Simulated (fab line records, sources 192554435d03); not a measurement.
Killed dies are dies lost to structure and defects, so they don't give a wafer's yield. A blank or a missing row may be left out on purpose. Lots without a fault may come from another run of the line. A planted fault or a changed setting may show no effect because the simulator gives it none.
Which tool did it? | flow n5_finfet | 11 lots, 32 wafers sampled, at 5 steps of a route of 1938

WHAT THE GAUGES READ, wafer by wafer
N5_BEOL_M1_INSPECT_13: inspects for defects (brightfield).
lot  | measured     | on                | raw_defect_count
L816 | day 6 11:57  | defect_inspect-02 | 278 308 350
L818 | day 6 19:38  | defect_inspect-01 | 531 588 384
L819 | day 7 05:34  | defect_inspect-01 | 630 559 561
L822 | day 7 21:59  | defect_inspect-01 | 761 553 646
L823 | day 8 02:46  | defect_inspect-02 | 672 337 444
L829 | day 9 16:14  | defect_inspect-02 | 387 424 424
L831 | day 10 01:04 | defect_inspect-02 | 343 341 435
L834 | day 10 17:31 | defect_inspect-01 | 430 463
L837 | day 11 11:41 | defect_inspect-01 | 390 441 435
L836 | day 11 12:02 | defect_inspect-02 | 360 362 308
L838 | day 12 04:02 | defect_inspect-02 | 419 511 320

N5_BEOL_M4_RC_MEAS_101.
lot  | measured     | on        | DIBL_N (mV/V)  | DIBL_P (mV/V)  | IOFF_N (nA/um) | IOFF_P (nA/um) | ION_N (uA/um) | ION_P (uA/um) | SS_N (mV/dec)  | SS_P (mV/dec)  | VT_N (mV)   | VT_P (mV)
L816 | day 8 13:19  | prober-02 | 35.8 36.7 36.7 | 38.3 38.5 39.2 | 0.15 0.16 0.16 | 0.19 0.20 0.21 | 669 675 667   | 455 463 458   | 71.9 71.5 71.4 | 74.0 73.6 74.5 | 251 249 250 | -256 -255 -254
L818 | day 8 18:08  | prober-02 | 37.3 36.1 36.7 | 38.3 37.8 38.3 | 0.18 0.16 0.18 | 0.23 0.22 0.24 | 676 668 684   | 460 464 475   | 72.1 71.6 72.0 | 73.7 72.9 72.8 | 249 252 247 | -249 -250 -249
L819 | day 9 02:05  | prober-01 | 38.5 35.9 35.7 | 38.0 34.2 33.9 | 0.19 0.13 0.14 | 0.23 0.18 0.17 | 677 656 658   | 456 452 446   | 72.2 71.5 71.7 | 73.7 72.1 72.0 | 247 252 253 | -252 -255 -257
L822 | day 10 02:21 | prober-01 | 40.5 37.7 36.3 | 41.6 37.0 35.5 | 0.24 0.17 0.14 | 0.30 0.21 0.19 | 687 668 661   | 473 462 454   | 72.5 71.4 71.3 | 74.3 73.4 72.9 | 245 249 251 | -245 -250 -251
L823 | day 10 01:18 | prober-02 | 36.2 35.7 37.7 | 35.5 36.2 37.3 | 0.13 0.13 0.16 | 0.18 0.18 0.21 | 659 655 664   | 453 452 457   | 72.0 71.5 72.6 | 73.3 72.9 72.8 | 256 255 252 | -252 -252 -250
L829 | day 11 14:55 | prober-02 | 38.1 38.0 36.9 | 37.7 36.8 36.9 | 0.17 0.17 0.17 | 0.26 0.22 0.24 | 676 674 699   | 469 462 477   | 71.7 71.7 71.6 | 73.6 73.1 73.4 | 250 248 249 | -247 -252 -249
L831 | day 12 03:09 | prober-02 | 36.6 34.0 36.0 | 36.8 33.8 36.7 | 0.16 0.12 0.16 | 0.22 0.17 0.21 | 674 660 693   | 465 457 469   | 72.5 71.4 71.6 | 73.8 72.9 73.8 | 251 254 249 | -250 -254 -249
L834 | day 13 03:25 | prober-01 | 38.5 38.1      | 37.8 37.8      | 0.17 0.17      | 0.23 0.23      | 697 670       | 476 462       | 71.4 71.7      | 73.7 72.7      | 248 251     | -249 -250
L837 | day 13 19:45 | prober-02 | 38.6 39.3 37.7 | 39.3 39.4 38.0 | 0.18 0.18 0.14 | 0.24 0.23 0.21 | 673 669 661   | 459 459 453   | 71.7 72.6 72.0 | 73.9 74.4 73.8 | 252 251 255 | -252 -253 -255
L836 | day 13 20:19 | prober-01 | 34.2 39.0 36.4 | 36.0 41.1 37.0 | 0.12 0.20 0.14 | 0.19 0.27 0.21 | 669 677 667   | 467 465 464   | 71.6 72.0 71.3 | 72.4 73.9 73.9 | 256 246 254 | -254 -248 -248
L838 | day 13 23:04 | prober-02 | 36.1 38.0 37.1 | 35.9 37.9 36.7 | 0.13 0.15 0.14 | 0.19 0.22 0.20 | 649 676 662   | 447 464 456   | 71.3 71.4 70.7 | 72.5 73.6 73.4 | 254 252 252 | -250 -249 -253

WHICH TOOL RAN EACH LOT (tool, then ch and the chambers of the sampled wafers, then the start)
lot  | N5_BEOL_M0_SPUTTER_116       | N5_BEOL_M0_ANNEAL_135        | N5_BEOL_M1_COAT_73
L816 | pvd_sputter-02, day 6 08:32  | pvd_sputter-02, day 6 08:52  | litho_track-03 ch 0, day 6 11:28
L818 | pvd_sputter-03, day 6 16:31  | pvd_sputter-03, day 6 16:50  | litho_track-03 ch 0, day 6 19:18
L819 | pvd_sputter-02, day 7 01:10  | pvd_sputter-02, day 7 01:29  | litho_track-02 ch 0, day 7 05:13
L822 | pvd_sputter-02, day 7 18:15  | pvd_sputter-02, day 7 18:34  | litho_track-03 ch 0, day 7 21:28
L823 | pvd_sputter-02, day 7 21:17  | pvd_sputter-02, day 7 21:37  | litho_track-05 ch 0, day 8 02:25
L829 | pvd_sputter-01, day 9 12:44  | pvd_sputter-01, day 9 13:04  | litho_track-03 ch 0, day 9 15:54
L831 | pvd_sputter-02, day 9 21:53  | pvd_sputter-02, day 9 22:13  | litho_track-03 ch 0, day 10 00:43
L834 | pvd_sputter-03, day 10 14:36 | pvd_sputter-03, day 10 14:54 | litho_track-02 ch 0, day 10 17:02
L837 | pvd_sputter-03, day 11 09:25 | pvd_sputter-03, day 11 09:44 | litho_track-05 ch 0, day 11 11:20
L836 | pvd_sputter-03, day 11 09:51 | pvd_sputter-03, day 11 10:10 | litho_track-02 ch 0, day 11 11:41
L838 | pvd_sputter-02, day 11 22:20 | pvd_sputter-02, day 11 22:39 | litho_track-05 ch 0, day 12 03:34
- N5_BEOL_M0_SPUTTER_116: material Cu, target thk 4 nm, time 7.37 s.
- N5_BEOL_M0_ANNEAL_135: time 60 s.
- N5_BEOL_M1_COAT_73: time 60 s, resist thk 5 nm.

WHAT THE TOOLS THEMSELVES READ (means of the sampled wafers that have a number; where no wafer has one, the mark that the record gives instead)
N5_BEOL_M0_SPUTTER_116.
lot  | tool           | throttle_valve_pct (%)
L816 | pvd_sputter-02 | 29.0
L818 | pvd_sputter-03 | 29.6
L819 | pvd_sputter-02 | 29.5
L822 | pvd_sputter-02 | 28.8
L823 | pvd_sputter-02 | 29.0
L829 | pvd_sputter-01 | 30.5
L831 | pvd_sputter-02 | 28.8
L834 | pvd_sputter-03 | 29.8
L837 | pvd_sputter-03 | 29.7
L836 | pvd_sputter-03 | 30.0
L838 | pvd_sputter-02 | 29.0

N5_BEOL_M0_ANNEAL_135.
lot  | tool           | heater_power_w (W)
L816 | pvd_sputter-02 | 774
L818 | pvd_sputter-03 | 732
L819 | pvd_sputter-02 | 804
L822 | pvd_sputter-02 | 791
L823 | pvd_sputter-02 | 806
L829 | pvd_sputter-01 | 853
L831 | pvd_sputter-02 | 794
L834 | pvd_sputter-03 | 720
L837 | pvd_sputter-03 | 709
L836 | pvd_sputter-03 | 751
L838 | pvd_sputter-02 | 779

N5_BEOL_M1_COAT_73.
lot  | tool           | heater_power_total_W (W) | plate_temp_C (C) | spin_speed_rpm (rpm)
L816 | litho_track-03 | 391.7                    | 204.97           | 1500.5
L818 | litho_track-03 | 392.2                    | 205.21           | 1500.1
L819 | litho_track-02 | 391.9                    | 205.02           | 1498.8
L822 | litho_track-03 | 390.5                    | 205.01           | 1499.8
L823 | litho_track-05 | 392.7                    | 204.94           | 1500.0
L829 | litho_track-03 | 404.6                    | 209.79           | 1499.6
L831 | litho_track-03 | 405.0                    | 210.14           | 1501.4
L834 | litho_track-02 | 390.1                    | 205.06           | 1500.6
L837 | litho_track-05 | 392.2                    | 205.02           | 1500.3
L836 | litho_track-02 | 391.6                    | 205.13           | 1499.9
L838 | litho_track-05 | 391.9                    | 205.06           | 1499.2

THE ANSWER, worked out from the rows above alone
Rule: what is usual is taken from the lots themselves. Put in order of their means at a reading, lots are off if they are a third of the lots or fewer, leave a main group of 4 or more, and stand apart from it by a gap of 3 or more times the standard deviation of the main group's means; of several such gaps the widest counts. A main group whose means are all the same, to the digits that the tables above print for the reading, isn't used. A lot without any number at a reading at which 4 lots or more have one is off too. The other lots that the step has rows for count as sound. The gauges are gone through in route order, then the tools' own readings, and for those a lot's mean is taken as printed above. The first step at which some lot is off is used, and at that step the reading that is off furthest; a lot without a number counts as furthest.
Off: L829, L831, at N5_BEOL_M1_COAT_73 (plate_temp_C). The main group: mean 205.05 C, standard deviation 0.077.
A tool fits if, at that step or a process step before it, it ran every lot that is off, and no sound lot after the first of them. One fits: litho_track-03 at N5_BEOL_M1_COAT_73. Its last sound lot is L822 (day 7 21:28), its first lot that is off L829 (day 9 15:54): a fault that began between those two fits.
The tool's own readings at N5_BEOL_M1_COAT_73 bear it out: on the lots that are off they differ by more than 5 times the standard deviation of the sound lots' means. heater_power_total_W reads 404.8 W there against 391.6 W on the sound lots; plate_temp_C reads 209.96 C there against 205.05 C on the sound lots.

WHAT THE SIMULATOR HAD PUT IN
Process parameter drift: litho_track-03, from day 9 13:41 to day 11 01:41, at N5_BEOL_M1_COAT_73. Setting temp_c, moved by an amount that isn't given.
Lots struck among those shown: L829, L831. The rule above found the same.
